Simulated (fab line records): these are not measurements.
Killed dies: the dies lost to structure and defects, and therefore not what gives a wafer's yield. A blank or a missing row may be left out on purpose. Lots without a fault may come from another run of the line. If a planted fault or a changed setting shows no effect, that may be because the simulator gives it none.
Struck lot and sound lot, side by side    flow nand harc    13 out of 1302 route steps
Sound: wafers L911.3, L911.4, L911.6. Struck: wafer L918.4. (L918.5 of the same lot was not struck and is left out.) The cause comes at the end.
Each step with rows lists, per side, the tool, then ch with its chambers, then its first start. Under that, the readings that differ: sound wafers    struck wafers    difference of the means    sigmas: that difference in standard deviations of wafers without a fault.
alike: same words and numbers on both sides, and readings whose means sit less than 2 such deviations apart. not compared: any withheld reading, any reading some wafer has no value for, any bound like >300 that may hide the same value, and any number with overlapping values for which the record gives no deviation.
The two part at a step that has a row with sigmas, a row that says differs or no value, or rows on one side only. When numbers do not overlap yet have no deviation, they are printed without sigmas and do not part them. A reading that every wafer of one side lacks parts them only if that side has two wafers or more.

first, 1 step without rows for these wafers: NHARC_A_SLIT_SRD_20.
NHARC_A_SLIT_CD_MEAS_21:
  sound on cd sem-01, day 21 15:37; struck on cd sem-01, day 24 13:50
  alike: cd nm
then, 3 steps without rows for these wafers: NHARC_A_SIN_REMOVE_WET_00 (chemistry H3PO4, time 15300 s); NHARC_A_SIN_REMOVE_PRECLEAN_01 (cleans in SC1); NHARC_A_SIN_REMOVE_SRD_02.
NHARC_A_SIN_REMOVE_INSPECT_04:
  sound on defect inspect-01, day 21 22:19; struck on defect inspect-01, day 24 20:34
  alike: raw defect count
NHARC_A_WL_FILL_ALD_00: deposits Al2O3, target thk 3 nm, pulse time 3 s, ald cycles 30.
  sound on ald hk-04 ch 0,2, day 21 22:25; struck on ald hk-01 ch 2, day 24 20:38
  alike: heater power w, precursor pulse height rel
NHARC_A_WL_FILL_RTA_01: time 5 s.
  sound on rtp anneal-02 ch 0, day 21 22:43; struck on rtp anneal-01 ch 0, day 24 20:59
reading              sound           struck  difference  sigmas
lamp_zone_1_pct (%)  35.1 35.0 35.0  30.4    -4.6        -2
lamp_zone_7_pct (%)  35.6 35.5 35.6  30.9    -4.7        -2
  alike: lamp power pct, wafer_temp_C_max
NHARC_A_WL_FILL_ALD_02: deposits TiN, target thk 2 nm, pulse time 3 s, ald cycles 100.
  sound on ald metal-02 ch 0,2, day 21 22:55; struck on ald metal-02 ch 2, day 24 21:11
  alike: heater power w, precursor pulse height rel
NHARC_A_WL_FILL_CVD_03: deposits W, target thk 40 nm, time 279 s.
  sound on cvd w-01 ch 0,1, day 21 23:34; struck on cvd w-02 ch 0, day 24 21:42
  alike: heater power w, mfc h2 sccm, throttle valve pct
NHARC_A_WL_FILL_ETCHBACK_04: etches the open film in NF3, target depth 60 nm, time 120 s.
  sound on rie metal-03 ch 0,1, day 21 23:53; struck on rie metal-01 ch 1, day 24 21:59
reading                sound              struck  difference  sigmas
oes product au (a.u.)  0.993 1.009 0.989  1.228   +0.231      +25
  alike: chamber pressure mTorr, drypump motor current A, he backside leak sccm
  not compared: rf hours counter h
NHARC_A_WL_FILL_ETCHBACK_05: etches the open film in Cl2/BCl3, target depth 22 nm, time 60 s.
  sound on rie metal-03 ch 0,1, day 22 00:05; struck on rie metal-01 ch 1, day 24 22:11
reading                sound              struck  difference  sigmas
oes product au (a.u.)  1.007 0.991 1.015  0.984   -0.020      -2
  alike: chamber pressure mTorr, drypump motor current A, he backside leak sccm, temp c
  not compared: rf hours counter h
-- record jumps: 4 days between struck wafers' starts before vs after; left off in module A_WL_FILL, resumes in module END, first step shown is number 1302 of the route --
NHARC_END_SORT_01:
  sound on prober-01 ch 0, day 26 05:00; struck on prober-02 ch 0, day 29 06:23
  alike: killed at array, killed at other, killed at periphery, killed dies, killed open, killed short

== WHERE THEY PART ==
First at NHARC_A_WL_FILL_RTA_01; last, within this record, at NHARC_A_WL_FILL_ETCHBACK_05. Later steps at which nothing parts them and some readings are alike: NHARC_END_SORT_01.

WHY: whatever the simulator had introduced
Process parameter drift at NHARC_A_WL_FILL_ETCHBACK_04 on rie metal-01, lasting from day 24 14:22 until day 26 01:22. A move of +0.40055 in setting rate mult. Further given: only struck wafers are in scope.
